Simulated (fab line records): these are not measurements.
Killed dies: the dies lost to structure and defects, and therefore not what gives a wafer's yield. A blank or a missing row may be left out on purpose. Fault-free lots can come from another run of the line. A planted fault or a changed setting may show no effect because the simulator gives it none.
Split-lot experiment :: flow n5-finfet :: 21 wafers read from 7 lots, route of 1938 steps

ON THE SPLIT
At N5_BEOL_M2_COAT_22 (resist thk 30 nm), the setting spin-rpm was moved away from the recipe's 1500 rpm on 6 of the 21 wafers read, by -5.2% to +5.7%. The other wafers ran this setting at the recipe's value.

FROM THE SPLIT TO THE READING: what the file shows between them, 4 steps
- N5_BEOL_M2_EBR_24
- N5_BEOL_M2_SOFTBAKE_23: time 60 s
- N5_BEOL_M2_EXPOSE_25: exposes mask V1, defocus 5 nm
- N5_BEOL_M2_PEB_26: peb time 60 s

THE READING
CAR-EUV_of_BEOL_M2_COAT_22.thk-nm (the simulator's own value, which no gauge read), in nm, at N5_BEOL_M2_DEVELOP_27 (develop time 30 s). No usual value for it is given in the file. Here, 15 wafers ran the recipe; their average is 29.5 nm with a standard deviation of 0.1 nm.

wafer: L076.1
tool, chamber at the split: litho-track-04, 0
spin-rpm as run, rpm: 1500
against the recipe: recipe
CAR-EUV_of_BEOL_M2_COAT_22.thk-nm, nm: 29.4
against lot-mates on the recipe: -

wafer: L076.2
tool, chamber at the split: litho-track-04, 0
spin-rpm as run, rpm: 1500
against the recipe: recipe
CAR-EUV_of_BEOL_M2_COAT_22.thk-nm, nm: 29.6
against lot-mates on the recipe: -

wafer: L076.5
tool, chamber at the split: litho-track-04, 0
spin-rpm as run, rpm: 1437
against the recipe: -4.2%
CAR-EUV_of_BEOL_M2_COAT_22.thk-nm, nm: 30.2
against lot-mates on the recipe: +0.7

wafer: L080.3
tool, chamber at the split: litho-track-01, 0
spin-rpm as run, rpm: 1500
against the recipe: recipe
CAR-EUV_of_BEOL_M2_COAT_22.thk-nm, nm: 29.6
against lot-mates on the recipe: -

wafer: L080.6
tool, chamber at the split: litho-track-01, 0
spin-rpm as run, rpm: 1500
against the recipe: recipe
CAR-EUV_of_BEOL_M2_COAT_22.thk-nm, nm: 29.6
against lot-mates on the recipe: -

wafer: L080.5
tool, chamber at the split: litho-track-01, 0
spin-rpm as run, rpm: 1500
against the recipe: recipe
CAR-EUV_of_BEOL_M2_COAT_22.thk-nm, nm: 29.4
against lot-mates on the recipe: -

wafer: L088.2
tool, chamber at the split: litho-track-04, 0
spin-rpm as run, rpm: 1500
against the recipe: recipe
CAR-EUV_of_BEOL_M2_COAT_22.thk-nm, nm: 29.6
against lot-mates on the recipe: -

wafer: L088.5
tool, chamber at the split: litho-track-04, 0
spin-rpm as run, rpm: 1500
against the recipe: recipe
CAR-EUV_of_BEOL_M2_COAT_22.thk-nm, nm: 29.4
against lot-mates on the recipe: -

wafer: L088.6
tool, chamber at the split: litho-track-04, 0
spin-rpm as run, rpm: 1422
against the recipe: -5.2%
CAR-EUV_of_BEOL_M2_COAT_22.thk-nm, nm: 30.2
against lot-mates on the recipe: +0.7

wafer: L089.2
tool, chamber at the split: litho-track-04, 0
spin-rpm as run, rpm: 1500
against the recipe: recipe
CAR-EUV_of_BEOL_M2_COAT_22.thk-nm, nm: 29.6
against lot-mates on the recipe: -

wafer: L089.6
tool, chamber at the split: litho-track-04, 0
spin-rpm as run, rpm: 1500
against the recipe: recipe
CAR-EUV_of_BEOL_M2_COAT_22.thk-nm, nm: 29.6
against lot-mates on the recipe: -

wafer: L089.5
tool, chamber at the split: litho-track-04, 0
spin-rpm as run, rpm: 1500
against the recipe: recipe
CAR-EUV_of_BEOL_M2_COAT_22.thk-nm, nm: 29.4
against lot-mates on the recipe: -

wafer: L092.1
tool, chamber at the split: litho-track-01, 0
spin-rpm as run, rpm: 1500
against the recipe: recipe
CAR-EUV_of_BEOL_M2_COAT_22.thk-nm, nm: 29.4
against lot-mates on the recipe: -

wafer: L092.3
tool, chamber at the split: litho-track-01, 0
spin-rpm as run, rpm: 1500
against the recipe: recipe
CAR-EUV_of_BEOL_M2_COAT_22.thk-nm, nm: 29.4
against lot-mates on the recipe: -

wafer: L092.4
tool, chamber at the split: litho-track-01, 0
spin-rpm as run, rpm: 1500
against the recipe: recipe
CAR-EUV_of_BEOL_M2_COAT_22.thk-nm, nm: 29.6
against lot-mates on the recipe: -

wafer: L095.1
tool, chamber at the split: litho-track-01, 0
spin-rpm as run, rpm: 1500
against the recipe: recipe
CAR-EUV_of_BEOL_M2_COAT_22.thk-nm, nm: 29.4
against lot-mates on the recipe: -

wafer: L095.6
tool, chamber at the split: litho-track-01, 0
spin-rpm as run, rpm: 1500
against the recipe: recipe
CAR-EUV_of_BEOL_M2_COAT_22.thk-nm, nm: 29.4
against lot-mates on the recipe: -

wafer: L095.4
tool, chamber at the split: litho-track-01, 0
spin-rpm as run, rpm: 1582
against the recipe: +5.5%
CAR-EUV_of_BEOL_M2_COAT_22.thk-nm, nm: 28.6
against lot-mates on the recipe: -0.8

wafer: L097.2
tool, chamber at the split: litho-track-01, 0
spin-rpm as run, rpm: 1585
against the recipe: +5.7%
CAR-EUV_of_BEOL_M2_COAT_22.thk-nm, nm: 28.6
against lot-mates on the recipe: no lot-mate on the recipe

wafer: L097.3
tool, chamber at the split: litho-track-01, 0
spin-rpm as run, rpm: 1585
against the recipe: +5.7%
CAR-EUV_of_BEOL_M2_COAT_22.thk-nm, nm: 28.6
against lot-mates on the recipe: no lot-mate on the recipe

wafer: L097.6
tool, chamber at the split: litho-track-01, 0
spin-rpm as run, rpm: 1585
against the recipe: +5.7%
CAR-EUV_of_BEOL_M2_COAT_22.thk-nm, nm: 28.6
against lot-mates on the recipe: no lot-mate on the recipe

THE FIT
A straight line over all 21 wafers: CAR-EUV_of_BEOL_M2_COAT_22.thk-nm changes by -0.156 nm for each +1% of spin-rpm; r = -0.98; the points scatter about the line by 0.093 nm.
The same after taking each lot's own level away (the mean of its wafers on the recipe; 18 wafers): -0.147 nm for each +1%; r = -0.96; scatter 0.09 nm.
According to that fit, moving spin-rpm by its largest amount changes the reading by 0.83 nm.
Measured against the standard deviation above, the lots' own levels, which go from 29.40 to 29.53 nm, span 1.3 times it.
Consequently the slope shifts little with the lot-to-lot level, the two slopes agreeing.
Check: with one of the wafers moved furthest among these (+5.5%) left out of the fit, the line predicts -0.803 nm for it against its lot-mates. Against them it came out at -0.8 nm.

FURTHER SPLITS ON THESE WAFERS
These wafers also went through other splits before the reading. Each is held against what the fit with the lots' levels taken away leaves over:
other split on the same wafers: N5_BEOL_M0_SAQP_EXPOSE_37 dose-mj
wafers away from the commonest value: 8
r with CAR-EUV_of_BEOL_M2_COAT_22.thk-nm (lot level and that fit taken away): -0.35

other split on the same wafers: N5_BEOL_M0_SAQP_ETCH_73 cf4-flow-sccm
wafers away from the commonest value: 7
r with CAR-EUV_of_BEOL_M2_COAT_22.thk-nm (lot level and that fit taken away): +0.00

other split on the same wafers: N5_BEOL_M1_COAT_05 spin-rpm
wafers away from the commonest value: 6
r with CAR-EUV_of_BEOL_M2_COAT_22.thk-nm (lot level and that fit taken away): -0.32

other split on the same wafers: N5_BEOL_M1_ETCH_64 source-w
wafers away from the commonest value: 7
r with CAR-EUV_of_BEOL_M2_COAT_22.thk-nm (lot level and that fit taken away): +0.39

other split on the same wafers: N5_BEOL_M1_COAT_22 spin-rpm
wafers away from the commonest value: 9
r with CAR-EUV_of_BEOL_M2_COAT_22.thk-nm (lot level and that fit taken away): -0.01

other split on the same wafers: N5_BEOL_M2_ETCH_64 time-s
wafers away from the commonest value: 9
r with CAR-EUV_of_BEOL_M2_COAT_22.thk-nm (lot level and that fit taken away): +0.28

THE WHOLE CHAIN: every reading that the file lists as answering this split, in the file's order
step: N5_BEOL_M2_COAT_22
what it does: resist thk 30 nm
reading: CAR-EUV_of_BEOL_M2_COAT_22.thk-nm (the simulator's own value, which no gauge read)
change (the file's fit): -0.141 nm for each +1% of the setting
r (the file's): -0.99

step: N5_BEOL_M2_DEVELOP_27
what it does: develop time 30 s
reading: CAR-EUV_of_BEOL_M2_COAT_22.thk-nm (the simulator's own value, which no gauge read)
change (the file's fit): -0.147 nm for each +1% of the setting
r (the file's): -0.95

THE FILE'S OWN FIT
CAR-EUV_of_BEOL_M2_COAT_22.thk-nm changes by -0.147 nm for each +1% of spin-rpm, r = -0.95.
